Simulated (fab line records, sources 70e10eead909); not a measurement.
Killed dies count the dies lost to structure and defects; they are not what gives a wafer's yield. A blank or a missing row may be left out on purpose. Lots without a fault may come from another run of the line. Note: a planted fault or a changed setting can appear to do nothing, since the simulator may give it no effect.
fab line records	flow nand_harc
record: lots: 7	wafers: 21	last_day: 34
route steps=1302 shown A_M1@1183 END@1302
lots with no fault: from the same line, run without faults
start_h: hours from the record's first day to the start of the lot's first wafer shown	wait_h: how many hours have passed since the lot's step before this one	" same as the row above	L1.1+2: one row covering several wafers at once	- value missing, or start not given	* or withheld: withheld	< > ~ a bound
route shown NAME@n: a module of which the file shows steps, and the number in the route of the first	usual: mean/standard deviation of fault-free wafers	same: alike in all rows	chamber/n: place in a boat	sites: each site's reading	_std_site: standard deviation across them	_edge_site: outer sites' mean less inner sites'	radius_mm: how far each site lies from the wafer's centre	mask NAME#n: copy n	behind: tool/chamber where the wafer was last shaped	hold: reason for holding the lot/hours on hold/outcome of the hold	device: which transistor (n, p or np) failed to switch	end of line: tests run on the same wafers once the route is complete	a step with no rows: only its recipe	killed: dies lost to structure and defects at the first sort, not the wafer's yield	map: a wafer's dies, x killed, . not, _ none there
set.NAME: setting as actually run; set.NAME@STEP: the setting as run at that earlier step	model.NAME: the simulator's own value behind a step, which no gauge read
lots seen at some steps along the route; tables by step, rows by wafer
services: when a tool's chamber went out of use (start_h, in hours from the record's first day, below 0 if earlier), for how many hours, and the reason
== steps ==
step: NHARC_A_M1_ETCH_35
recipe: target_depth_a: 400	overetch_a: 120	time_s: 43.94	ion_energy_ev: 200	n2_flow_sccm: 150	h2_flow_sccm: 150	ar_flow_sccm: 0	rf_w: 400	bias_w: 150	chemistry: N2/H2
usual: drypump_motor_current_A: 5.6/0.49	oes_product_au: 0.999/0.0071	rf_vpp_V: 430.5/2.6	showerhead_plenum_p_Torr: 2.04/0.088	throttle_valve_pct: 14.170/0.009
lot.wafer	tool	chamber	start_h	wait_h	drypump_motor_current_A	oes_product_au	rf_hours_counter_h	rf_vpp_V	showerhead_plenum_p_Torr	throttle_valve_pct
L718.1	rie_diel-12	2	600.23	0.1	5.7	1.006	8.1	432.0	2.07	14.177
L718.4	"	3	"	"	6.2	1.017	7.7	426.7	1.94	14.176
L718.6	"	1	"	"	4.9	0.990	-	434.5	2.12	14.165
L721.3	rie_diel-12	2	638.81	0.1	5.8	0.996	0.0	432.3	2.07	14.166
L721.1	"	0	"	"	5.0	0.990	0.0	426.7	1.91	14.170
L721.5	"	1	"	"	4.9	0.995	-	432.5	2.12	14.159
L723.1	rie_diel-12	1	645.11	0.1	4.9	0.992	0.5	432.8	2.12	14.161
L723.2	"	0	"	"	5.0	1.010	0.5	426.4	1.91	14.181
L723.5	"	2	"	"	5.7	1.008	-	431.1	2.07	14.155
L722.1	rie_diel-12	0	646.73	0.1	5.0	0.997	0.6	426.0	1.91	14.153
L722.6	"	0	"	"	5.0	0.992	-	426.0	1.91	14.170
L722.5	"	1	"	"	4.9	1.007	-	433.5	2.12	14.181
L730.1	rie_diel-12	3	715.52	0.1	6.2	1.002	3.7	427.4	1.93	14.178
L730.2	"	0	"	"	5.0	0.990	3.7	427.4	1.91	14.167
L730.3	"	1	"	"	4.9	1.001	4.5	431.6	2.12	14.183
L729.3	rie_diel-10	2	726.26	0.1	4.9	1.003	5.6	426.5	1.93	14.167
L729.1	"	0	"	"	5.6	1.008	5.6	429.5	2.05	14.157
L729.2	"	1	"	"	5.7	1.002	5.8	431.8	2.09	14.174
L731.3	rie_diel-12	3	766.46	0.1	6.2	0.989	7.8	426.4	1.93	14.178
L731.5	"	3	"	"	6.2	1.002	-	427.8	1.93	14.173
L731.6	"	0	"	"	5.0	0.996	-	427.9	1.91	14.152
step: NHARC_A_M1_ETCH_15
recipe: target_depth_a: 1825	time_s: 91.2	c4f8_flow_sccm: withheld	ar_flow_sccm: 400	rf_w: 600	bias_w: 300	chemistry: C4F8/Ar
usual: oes_product_au: 0.954/0.021	rf_vpp_V: 440.9/2.7
lot.wafer	tool	chamber	start_h	wait_h	oes_product_au	rf_hours_counter_h	rf_vpp_V
L718.4	rie_diel-12	0	-	-	0.960	9.7	438.2
L718.1	"	1	"	"	0.959	10.0	442.6
L718.6	"	0	"	"	0.969	-	436.0
L721.3	rie_diel-12	2	-	-	0.971	0.1	441.2
L721.1	"	0	"	"	0.955	0.0	437.0
L721.5	"	3	"	"	0.970	-	437.1
L723.2	rie_diel-12	1	-	-	0.970	0.5	442.0
L723.1	"	2	"	"	0.959	0.4	443.6
L723.5	"	0	"	"	0.968	-	437.7
L722.1	rie_diel-12	0	-	-	0.955	0.6	436.6
L722.5	"	1	"	"	0.952	-	443.4
L722.6	"	2	"	"	0.969	-	440.7
L730.1	rie_diel-12	3	-	-	0.971	3.7	436.9
L730.3	"	0	"	"	0.954	3.7	437.0
L730.2	"	2	"	"	0.992	4.5	441.7
L729.3	rie_diel-10	3	-	-	0.917	5.5	444.6
L729.1	"	0	"	"	0.929	5.6	443.0
L729.2	"	1	"	"	0.929	5.8	442.4
L731.3	rie_diel-12	1	-	-	0.959	5.3	442.2
L731.5	"	2	"	"	0.969	-	441.6
L731.6	"	3	"	"	0.990	-	437.0
step: NHARC_A_M1_CD_MEAS_16
usual: cd_nm: 119.9/0.59
lot.wafer	tool	chamber	start_h	wait_h	cd_nm
L718.1	cd_sem-03	-	600.44	-	119.8
L718.4	"	-	"	"	118.9
L718.6	"	-	"	"	118.9
L721.1	cd_sem-01	-	639.02	-	119.6
L721.3	"	-	"	"	119.3
L721.5	"	-	"	"	118.6
L723.1	cd_sem-03	-	645.33	-	119.5
L723.2	"	-	"	"	119.5
L723.5	"	-	"	"	120.5
L722.1	cd_sem-02	-	646.95	-	119.2
L722.5	"	-	"	"	120.2
L722.6	"	-	"	"	119.7
L730.1	cd_sem-02	-	715.74	-	119.9
L730.2	"	-	"	"	121.0
L730.3	"	-	"	"	119.8
L729.1	cd_sem-02	-	726.48	-	120.1
L729.2	"	-	"	"	119.8
L729.3	"	-	"	"	120.7
L731.3	cd_sem-01	-	766.69	-	119.7
L731.5	"	-	"	"	120.2
L731.6	"	-	"	"	120.6
step: NHARC_A_M1_STRIP_18
recipe: power_w: 1000	n2_flow_sccm: 150	h2_flow_sccm: 150	ar_flow_sccm: 0	bias_w: 0	chemistry: N2/H2
step: NHARC_A_M1_ETCH_28
recipe: target_depth_a: 300	over_etch_frac: 0.3	time_s: 72.99	ion_energy_ev: 150	cf4_flow_sccm: 50	n2_flow_sccm: 100	ar_flow_sccm: 150	rf_w: 300	bias_w: 100	chemistry: CF4/N2
usual: drypump_motor_current_A: 5.6/0.48	oes_product_au: 0.999/0.0067	rf_vpp_V: 314.3/1.9	showerhead_plenum_p_Torr: 2.64/0.11	throttle_valve_pct: 19.793/0.0094
lot.wafer	tool	chamber	start_h	wait_h	drypump_motor_current_A	oes_product_au	rf_hours_counter_h	rf_vpp_V	showerhead_plenum_p_Torr	throttle_valve_pct
L718.4	rie_diel-05	3	-	-	6.4	0.996	0.3	314.8	2.70	19.807
L718.1	"	1	"	"	5.5	1.002	0.5	313.8	2.72	19.797
L718.6	"	3	"	"	6.4	1.004	-	314.8	2.70	19.785
L721.3	rie_diel-12	0	-	-	5.0	0.994	0.1	311.7	2.47	19.798
L721.1	"	1	"	"	4.9	0.994	0.1	314.6	2.72	19.793
L721.5	"	3	"	"	6.2	1.001	-	312.3	2.50	19.797
L723.1	rie_diel-10	2	-	-	4.9	0.999	3.5	312.6	2.49	19.786
L723.2	"	0	"	"	5.6	1.003	2.9	314.1	2.64	19.800
L723.5	"	2	"	"	4.9	0.996	-	312.5	2.49	19.778
L722.1	rie_diel-10	3	-	-	6.2	0.992	3.2	316.0	2.75	19.778
L722.6	"	2	"	"	4.9	1.003	-	312.4	2.49	19.794
L722.5	"	3	"	"	6.2	1.004	-	316.5	2.75	19.800
L730.2	rie_diel-05	3	-	-	6.4	0.997	3.9	315.3	2.70	19.800
L730.3	"	1	"	"	5.5	1.006	3.9	316.7	2.72	19.799
L730.1	"	2	"	"	5.2	1.007	3.7	315.4	2.74	19.788
L729.2	rie_diel-10	1	-	-	5.8	1.005	5.9	316.2	2.68	19.815
L729.1	"	2	"	"	4.9	1.007	5.7	310.7	2.49	19.796
L729.3	"	3	"	"	6.2	1.003	5.5	316.3	2.75	19.791
L731.3	rie_diel-12	0	-	-	5.0	1.007	7.9	311.9	2.47	19.779
L731.5	"	1	"	"	4.9	0.995	-	315.3	2.72	19.786
L731.6	"	2	"	"	5.7	1.001	-	314.4	2.66	19.806
step: NHARC_A_M1_STRIP_19
recipe: time_s: 600	temp_c: 30	chemistry: post_etch_residue_remover
step: NHARC_A_M1_DEGAS_29
recipe: temp_c: 250	time_s: 60
usual: heater_power_w: 319/17
lot.wafer	tool	chamber	start_h	wait_h	heater_power_w
L718.4	pvd_sputter-02	-	601.16	-	339
L718.1	"	-	"	"	316
L718.6	"	-	"	"	346
L721.3	pvd_sputter-01	-	639.74	-	314
L721.1	"	-	"	"	322
L721.5	"	-	"	"	316
L723.2	pvd_sputter-01	-	646.04	-	318
L723.1	"	-	"	"	301
L723.5	"	-	"	"	310
L722.1	pvd_sputter-03	-	647.68	-	305
L722.6	"	-	"	"	311
L722.5	"	-	"	"	332
L730.1	pvd_sputter-02	-	716.45	-	337
L730.3	"	-	"	"	320
L730.2	"	-	"	"	329
L729.1	pvd_sputter-01	-	727.19	-	321
L729.2	"	-	"	"	320
L729.3	"	-	"	"	315
L731.3	pvd_sputter-02	-	767.42	-	322
L731.5	"	-	"	"	318
L731.6	"	-	"	"	307
step: NHARC_A_M1_PRE_CLEAN_30
recipe: time_s: 30	temp_c: 280	gas: H2/He
step: NHARC_A_M1_PVD_20
recipe: target_thk_a: 50	bias_v: 168.6	power_w: 15000	chamber_pressure_pa: 0.12	time_s: 8.06	substrate_temp_c: 50	material: TaN
step: NHARC_A_M1_PVD_21
recipe: target_thk_a: 300	chamber_pressure_pa: 5	power_w: 5000	substrate_temp_c: 30	time_s: 20.49	material: Cu
usual: throttle_valve_pct: 29.8/0.95
lot.wafer	tool	chamber	start_h	wait_h	throttle_valve_pct
L718.4	pvd_sputter-02	-	-	-	29.9
L718.1	"	-	"	"	29.7
L718.6	"	-	"	"	31.2
L721.1	pvd_sputter-01	-	-	-	28.8
L721.3	"	-	"	"	31.3
L721.5	"	-	"	"	29.6
L723.1	pvd_sputter-01	-	-	-	29.7
L723.2	"	-	"	"	28.6
L723.5	"	-	"	"	29.6
L722.1	pvd_sputter-03	-	-	-	29.4
L722.6	"	-	"	"	30.0
L722.5	"	-	"	"	29.2
L730.3	pvd_sputter-02	-	-	-	30.2
L730.2	"	-	"	"	29.6
L730.1	"	-	"	"	30.1
L729.1	pvd_sputter-01	-	-	-	28.7
L729.3	"	-	"	"	28.4
L729.2	"	-	"	"	29.7
L731.3	pvd_sputter-02	-	-	-	30.5
L731.6	"	-	"	"	29.8
L731.5	"	-	"	"	30.2
step: NHARC_A_M1_ECD_22
recipe: target_thk_a: 4000	bath_temp_c: 25	material: Cu
step: NHARC_A_M1_ANNEAL_31
recipe: temp_c: 225	time_s: 90
step: NHARC_A_M1_CMP_23
recipe: t_overpolish_s: 20	target_thk_nm: 154.34
usual: edge_zone_pressure_frac: 1.000/0.0054	motor_current_A: 11.8/1.4	retaining_ring_pressure_frac: 1.000/0.0049	time_to_endpoint_s: 28.9/2
lot.wafer	tool	chamber	start_h	wait_h	edge_zone_pressure_frac	motor_current_A	retaining_ring_pressure_frac	time_to_endpoint_s
L718.4	cmp-02	0	602.27	-	1.000	12.9	0.997	29.5
L718.1	"	2	"	"	0.995	13.6	0.999	27.7
L718.6	"	1	"	"	0.994	10.7	1.011	30.6
L721.3	cmp-01	3	640.82	-	-	-	-	-
L721.1	"	2	"	"	-	-	-	-
L721.5	"	3	"	"	-	-	-	-
L723.1	cmp-04	3	647.27	-	-	-	-	-
L723.2	"	1	"	"	-	-	-	-
L723.5	"	0	"	"	-	-	-	-
L722.1	cmp-04	1	648.76	-	-	-	-	-
L722.6	"	1	"	"	-	-	-	-
L722.5	"	2	"	"	-	-	-	-
L730.3	cmp-04	3	717.54	-	1.011	12.7	0.999	30.3
L730.2	"	0	"	"	0.993	13.6	1.006	26.2
L730.1	"	2	"	"	1.005	11.5	1.008	27.8
L729.1	cmp-04	0	728.27	-	0.995	13.4	1.003	30.0
L729.2	"	1	"	"	1.000	11.8	0.997	28.2
L729.3	"	2	"	"	1.006	11.5	1.008	28.4
L731.3	cmp-01	0	768.67	-	0.997	11.1	1.004	32.1
L731.5	"	2	"	"	0.992	9.2	1.000	32.2
L731.6	"	3	"	"	1.006	12.1	1.002	28.4
step: NHARC_A_M1_THK_MEAS_24
recipe: thk_meas_gauge: xrf
usual: thk_nm: 154.6/1.6
lot.wafer	tool	chamber	start_h	wait_h	thk_nm
L718.1	film_metro-02	-	602.58	-	154.6
L718.4	"	-	"	"	154.6
L718.6	"	-	"	"	153.5
L721.1	film_metro-02	-	641.13	0.2	399.0
L721.3	"	-	"	"	401.3
L721.5	"	-	"	"	397.3
L723.1	film_metro-02	-	647.58	0.3	400.6
L723.2	"	-	"	"	390.7
L723.5	"	-	"	"	400.7
L722.1	film_metro-01	-	649.08	0.3	398.3
L722.5	"	-	"	"	399.6
L722.6	"	-	"	"	397.2
L730.1	film_metro-02	-	717.85	-	156.5
L730.2	"	-	"	"	156.1
L730.3	"	-	"	"	153.8
L729.1	film_metro-01	-	728.58	-	152.9
L729.2	"	-	"	"	153.9
L729.3	"	-	"	"	154.1
L731.3	film_metro-02	-	768.93	-	156.0
L731.5	"	-	"	"	158.3
L731.6	"	-	"	"	155.5
step: NHARC_A_M1_SRD_25
step: NHARC_END_SORT_01
recipe: temp_c: 25
usual: defect_limited_yield: 90.7/3	killed_at_array: 58/20	killed_at_other: 0.9/1.4	killed_at_periphery: 4/3.1	killed_dies: 63/20	killed_open: 3.3/1.8	killed_short: 2.4/1.5
same: gross_dies: 677
lot.wafer	tool	chamber	start_h	wait_h	defect_limited_yield[%]	killed_at_array	killed_at_other	killed_at_periphery	killed_dies	killed_open	killed_short
L718.1	prober-01	0	633.29	2.5	85.1	96	3	2	101	6	4
L718.4	prober-01	0	635.64	3.3	85.7	91	2	4	97	4	3
L718.6	prober-01	0	637.21	3.9	87.6	80	2	2	84	2	4
L721.1	prober-01	0	673.71	2.5	0	674	1	2	677	8	5
L721.3	prober-01	0	675.29	3.1	0	677	0	0	677	1	4
L721.5	prober-01	0	676.87	3.6	0	676	0	1	677	1	2
L723.1	prober-02	0	687.72	2.5	0	674	0	3	677	3	0
L723.2	prober-02	0	688.52	2.8	0	668	0	9	677	3	3
L723.5	prober-02	0	690.91	3.7	0	671	0	6	677	3	3
L722.1	prober-01	0	687.79	2.5	0	674	0	3	677	2	0
L722.5	prober-01	0	690.94	3.7	0	672	0	5	677	3	0
L722.6	prober-01	0	691.73	3.9	0	673	0	4	677	5	2
L729.1	prober-01	0	771.30	2.5	91.7	48	1	7	56	4	2
L729.2	prober-01	0	772.09	2.8	93.8	31	0	11	42	4	3
L729.3	prober-01	0	772.89	3.1	93.5	31	0	13	44	1	1
killed by level:class
L718.1 A_CHANNEL_HOLE_D1:chamber_film_flake=38 A_CHANNEL_HOLE_D2:chamber_film_flake=31 A_SLIT:chamber_film_flake=14 A_WL_FILL:chamber_film_flake=3 A_WL_FILL:geometric_particle:short=2 A_SGD_CUT:chamber_film_flake=2 P_CONTACT:geometric_particle:open=1 P_M0:geometric_particle:open=1
L718.4 A_CHANNEL_HOLE_D1:chamber_film_flake=40 A_CHANNEL_HOLE_D2:chamber_film_flake=30 A_SLIT:chamber_film_flake=12 A_STAIRCASE:chamber_film_flake=2 THIN_TSV:chamber_film_flake=2 P_CONTACT:geometric_particle:short=1 P_M0:geometric_particle:open=1 A_SOURCE_PLATE:geometric_particle:short=1
L718.6 A_CHANNEL_HOLE_D1:chamber_film_flake=27 A_CHANNEL_HOLE_D2:chamber_film_flake=23 A_SLIT:chamber_film_flake=20 A_STAIRCASE:chamber_film_flake=2 A_M0:chamber_film_flake=2 THIN_TSV:chamber_film_flake=2 P_M2:geometric_particle:open=1 A_ONON_D1:geometric_particle:short=1
L721.1 A_M1:area_cmp=599 A_SLIT:chamber_film_flake=30 A_CHANNEL_HOLE_D1:chamber_film_flake=23 A_CONTACT:chamber_film_flake=7 A_M0:geometric_particle:open=2 P_M2:geometric_particle:short=1 A_ONON_D1:geometric_particle:open=1 A_ONON_D1:geometric_particle:short=1
L721.3 A_M1:area_cmp=606 A_CHANNEL_HOLE_D1:chamber_film_flake=40 A_SLIT:chamber_film_flake=18 A_CONTACT:chamber_film_flake=4 A_CHANNEL_FILL_D1:geometric_particle:short=1 A_ONON_D2:geometric_particle:short=1 A_CHANNEL_FILL_D2:geometric_particle:short=1 A_WL_FILL:geometric_particle:open=1
L721.5 A_M1:area_cmp=613 A_CHANNEL_HOLE_D1:chamber_film_flake=35 A_SLIT:chamber_film_flake=16 A_CONTACT:chamber_film_flake=5 A_STAIRCASE:chamber_film_flake=2 A_CHANNEL_HOLE_D2:geometric_particle:open=1 A_CHANNEL_FILL_D2:geometric_particle:short=1 A_WL_FILL:geometric_particle:short=1
L723.1 A_M1:area_cmp=620 A_CHANNEL_HOLE_D1:chamber_film_flake=28 A_CHANNEL_HOLE_D2:chamber_film_flake=15 A_STAIRCASE:chamber_film_flake=3 A_WL_FILL:chamber_film_flake=3 P_BONDPAD:chamber_film_flake=2 P_M0:geometric_particle:open=1 A_ONON_D1:geometric_particle:open=1
L722.1 A_M1:area_cmp=599 A_CHANNEL_HOLE_D1:chamber_film_flake=33 A_SLIT:chamber_film_flake=23 A_CHANNEL_HOLE_D2:chamber_film_flake=8 A_CONTACT:chamber_film_flake=4 A_CHANNEL_FILL_D2:chamber_film_flake=2 A_STAIRCASE:chamber_film_flake=2 A_DECK1_JOINT:geometric_particle:open=1
L723.2 A_M1:area_cmp=604 A_CHANNEL_HOLE_D1:chamber_film_flake=36 A_CHANNEL_HOLE_D2:chamber_film_flake=20 P_BONDPAD:chamber_film_flake=8 A_CHANNEL_HOLE_D2:geometric_particle:open=2 P_CONTACT:geometric_particle:short=1 A_ONON_D1:geometric_particle:open=1 A_CHANNEL_FILL_D1:geometric_particle:short=1
L723.5 A_M1:area_cmp=618 A_CHANNEL_HOLE_D1:chamber_film_flake=32 A_CHANNEL_HOLE_D2:chamber_film_flake=12 P_BONDPAD:chamber_film_flake=4 A_ONON_D2:geometric_particle:short=2 P_CONTACT:geometric_particle:open=1 A_SOURCE_PLATE:geometric_particle:open=1 A_ONON_D1:geometric_particle:open=1
L722.5 A_M1:area_cmp=589 A_SLIT:chamber_film_flake=33 A_CHANNEL_HOLE_D1:chamber_film_flake=28 A_CHANNEL_HOLE_D2:chamber_film_flake=8 A_WL_FILL:chamber_film_flake=5 P_ZERO_WELL:chamber_film_flake=3 A_STAIRCASE:chamber_film_flake=3 A_CONTACT:chamber_film_flake=2
L722.6 A_M1:area_cmp=587 A_CHANNEL_HOLE_D1:chamber_film_flake=31 A_CHANNEL_HOLE_D2:chamber_film_flake=20 A_SLIT:chamber_film_flake=19 A_STAIRCASE:chamber_film_flake=4 A_CONTACT:chamber_film_flake=3 P_BONDPAD:chamber_film_flake=2 A_DECK1_JOINT:chamber_film_flake=2
L729.1 A_SLIT:chamber_film_flake=24 A_CHANNEL_HOLE_D1:chamber_film_flake=11 P_STI:chamber_film_flake=2 P_GATE:chamber_film_flake=2 P_M0:chamber_film_flake=2 A_BONDPAD:chamber_film_flake=2 A_CHANNEL_HOLE_D2:chamber_film_flake=2 A_STAIRCASE:chamber_film_flake=2
L729.2 A_SLIT:chamber_film_flake=17 P_STI:chamber_film_flake=5 P_M0:chamber_film_flake=4 A_CHANNEL_HOLE_D1:chamber_film_flake=4 A_ONON_D1:geometric_particle:short=2 A_M1:geometric_particle:open=2 P_GATE:chamber_film_flake=2 A_CHANNEL_FILL_D1:geometric_particle:open=1
L729.3 A_SLIT:chamber_film_flake=16 A_CHANNEL_HOLE_D1:chamber_film_flake=7 P_GATE:chamber_film_flake=6 P_STI:chamber_film_flake=3 P_M0:chamber_film_flake=3 A_CONTACT:chamber_film_flake=2 A_BONDPAD:chamber_film_flake=2 A_ONON_D1:geometric_particle:short=1
map L721.1 (x killed, . not)
____________x____________
_________xxxxxxx_________
_______xxxxxxxxxxx_______
______xxxxxxxxxxxxx______
_____xxxxxxxxxxxxxxx_____
____xxxxxxxxxxxxxxxxx____
____xxxxxxxxxxxxxxxxx____
___xxxxxxxxxxxxxxxxxxx___
___xxxxxxxxxxxxxxxxxxx___
__xxxxxxxxxxxxxxxxxxxxx__
__xxxxxxxxxxxxxxxxxxxxx__
_xxxxxxxxxxxxxxxxxxxxxxx_
_xxxxxxxxxxxxxxxxxxxxxxx_
_xxxxxxxxxxxxxxxxxxxxxxx_
_xxxxxxxxxxxxxxxxxxxxxxx_
_xxxxxxxxxxxxxxxxxxxxxxx_
xxxxxxxxxxxxxxxxxxxxxxxxx
xxxxxxxxxxxxxxxxxxxxxxxxx
xxxxxxxxxxxxxxxxxxxxxxxxx
xxxxxxxxxxxxxxxxxxxxxxxxx
xxxxxxxxxxxxxxxxxxxxxxxxx
_xxxxxxxxxxxxxxxxxxxxxxx_
_xxxxxxxxxxxxxxxxxxxxxxx_
_xxxxxxxxxxxxxxxxxxxxxxx_
_xxxxxxxxxxxxxxxxxxxxxxx_
_xxxxxxxxxxxxxxxxxxxxxxx_
__xxxxxxxxxxxxxxxxxxxxx__
__xxxxxxxxxxxxxxxxxxxxx__
___xxxxxxxxxxxxxxxxxxx___
___xxxxxxxxxxxxxxxxxxx___
____xxxxxxxxxxxxxxxxx____
____xxxxxxxxxxxxxxxxx____
_____xxxxxxxxxxxxxxx_____
______xxxxxxxxxxxxx______
_______xxxxxxxxxxx_______
_________xxxxxxx_________
____________x____________
map L722.1 (x killed, . not)
____________x____________
_________xxxxxxx_________
_______xxxxxxxxxxx_______
______xxxxxxxxxxxxx______
_____xxxxxxxxxxxxxxx_____
____xxxxxxxxxxxxxxxxx____
____xxxxxxxxxxxxxxxxx____
___xxxxxxxxxxxxxxxxxxx___
___xxxxxxxxxxxxxxxxxxx___
__xxxxxxxxxxxxxxxxxxxxx__
__xxxxxxxxxxxxxxxxxxxxx__
_xxxxxxxxxxxxxxxxxxxxxxx_
_xxxxxxxxxxxxxxxxxxxxxxx_
_xxxxxxxxxxxxxxxxxxxxxxx_
_xxxxxxxxxxxxxxxxxxxxxxx_
_xxxxxxxxxxxxxxxxxxxxxxx_
xxxxxxxxxxxxxxxxxxxxxxxxx
xxxxxxxxxxxxxxxxxxxxxxxxx
xxxxxxxxxxxxxxxxxxxxxxxxx
xxxxxxxxxxxxxxxxxxxxxxxxx
xxxxxxxxxxxxxxxxxxxxxxxxx
_xxxxxxxxxxxxxxxxxxxxxxx_
_xxxxxxxxxxxxxxxxxxxxxxx_
_xxxxxxxxxxxxxxxxxxxxxxx_
_xxxxxxxxxxxxxxxxxxxxxxx_
_xxxxxxxxxxxxxxxxxxxxxxx_
__xxxxxxxxxxxxxxxxxxxxx__
__xxxxxxxxxxxxxxxxxxxxx__
___xxxxxxxxxxxxxxxxxxx___
___xxxxxxxxxxxxxxxxxxx___
____xxxxxxxxxxxxxxxxx____
____xxxxxxxxxxxxxxxxx____
_____xxxxxxxxxxxxxxx_____
______xxxxxxxxxxxxx______
_______xxxxxxxxxxx_______
_________xxxxxxx_________
____________x____________
== services ==
tool	chamber	start_h	hours	kind
cmp-01	-	577.77	4.0	pm
pvd_sputter-03	-	579.53	1.3	repair
pvd_sputter-01	-	583.37	10.0	pm
rie_diel-05	-	583.60	9.0	pm
rie_diel-10	-	596.53	9.0	pm
pvd_sputter-02	-	597.37	1.4	repair
cmp-04	-	601.16	4.0	pm
cmp-01	-	602.49	2.0	repair
rie_diel-05	0	604.83	9.0	repair
rie_diel-05	-	607.44	1.5	repair
pvd_sputter-03	-	617.95	0.5	repair
rie_diel-12	-	622.40	9.0	pm
pvd_sputter-02	-	638.00	10.0	pm
pvd_sputter-02	-	658.37	5.7	repair
cmp-01	-	675.77	4.0	pm
rie_diel-10	1	694.09	1.6	repair
cmp-04	-	699.16	4.0	pm
rie_diel-05	-	716.48	0.6	repair
rie_diel-12	1	723.05	32.1	repair
pvd_sputter-02	-	724.06	2.2	repair
pvd_sputter-03	-	730.72	10.0	pm
pvd_sputter-03	-	742.65	1.7	repair
pvd_sputter-01	-	761.37	10.0	pm
pvd_sputter-02	-	768.20	2.4	repair
== key ==
first_sign: step: NHARC_A_M1_CMP_23	reading: tool_record	direction: missing
effect: step: NHARC_A_M1_THK_MEAS_24	reading: thk_nm	direction: up	sigmas: 99+	usual: 154.6	struck: 398.3
effect: step: NHARC_END_SORT_01	reading: killed_at_array	direction: up	sigmas: 31	usual: 58	struck: 673
more_kills_born_at: NHARC_A_M1_CMP_23@cmp-04: 3617	NHARC_A_M1_CMP_23@cmp-01: 1818
met_at NHARC_A_M1_CMP_23
struck_wafers L721.1,L721.3,L721.5,L722.1,L722.5,L722.6,L723.1,L723.2,L723.5
later_rows_left_out L721.1,L721.3,L721.5,L722.1,L722.5,L722.6,L723.1,L723.2,L723.5
fault: kind: skipped_step_whole	tool: cmp-01,cmp-04	chamber: -	onset_h: 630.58	steps: NHARC_A_M1_CMP_23	scope: struck_lots_only
later_rows_left_out: the simulator's readings of these wafers behind a module that went badly wrong aren't trusted and aren't shown, but for the sort
